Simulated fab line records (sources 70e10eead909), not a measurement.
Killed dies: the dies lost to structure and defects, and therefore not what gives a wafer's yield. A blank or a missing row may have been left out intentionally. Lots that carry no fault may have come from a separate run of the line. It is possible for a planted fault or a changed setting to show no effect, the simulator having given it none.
Matching of chambers ; flow nand harc ; NHARC_P_BONDPAD_ETCH_37 on rie diel-08: 4 sister chambers
The step etches the open film in N2/H2, target depth 60 nm, overetch 18 nm, time 65.91 s. 8 wafers are shown with their chamber, then 7 later ones without.

## WAFERS, EACH WITH ITS CHAMBER
wafer;chamber;rf vpp V (V);oes product au (a.u.)
L284.3;1;434;1.009
L285.5;2;427;1.004
L286.2;2;426;0.999
L286.5;1;435;1.004
L289.2;0;434;1.006
L289.5;3;429;0.991
L290.2;0;433;0.998
L290.3;3;425;0.987

## WAFERS MISSING THEIR CHAMBER
wafer;rf vpp V (V);oes product au (a.u.)
L290.4;436;1.008
L299.2;426;1.002
L299.3;434;1.009
L299.6;435;1.003
L304.2;433;0.999
L304.3;434;1.019
L304.4;429;0.998

## EACH ONE'S CHAMBER
wafer;from the rows above;in truth
L290.4;can't be placed: 1 or 0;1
L299.2;2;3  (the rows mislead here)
L299.3;can't be placed: 1 or 0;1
L299.6;can't be placed: 1 or 0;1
L304.2;can't be placed: 0 or 1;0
L304.3;can't be placed: 1 or 0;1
L304.4;can't be placed: 2 or 3 or 0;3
Correctly placed: 0 of 7. Can't be placed from these rows: 6 (the true chamber is among the candidates in 6). Placed wrongly: 1.
How it was worked out, from the rows above alone: a wafer's distance from a chamber is the root of the sum, over the readings, of the square of ((its reading less the chamber's mean) divided by the reading's scatter). If the next closest chamber is less than 2 further off than the closest, the wafer can't be placed; otherwise it belongs to the closest. For every chamber, the mean is computed from those of its wafers that are shown. The scatter: take each reading less its chamber's mean, square it, sum over the shown wafers, divide by the number of wafers less the number of chambers, and take the root.
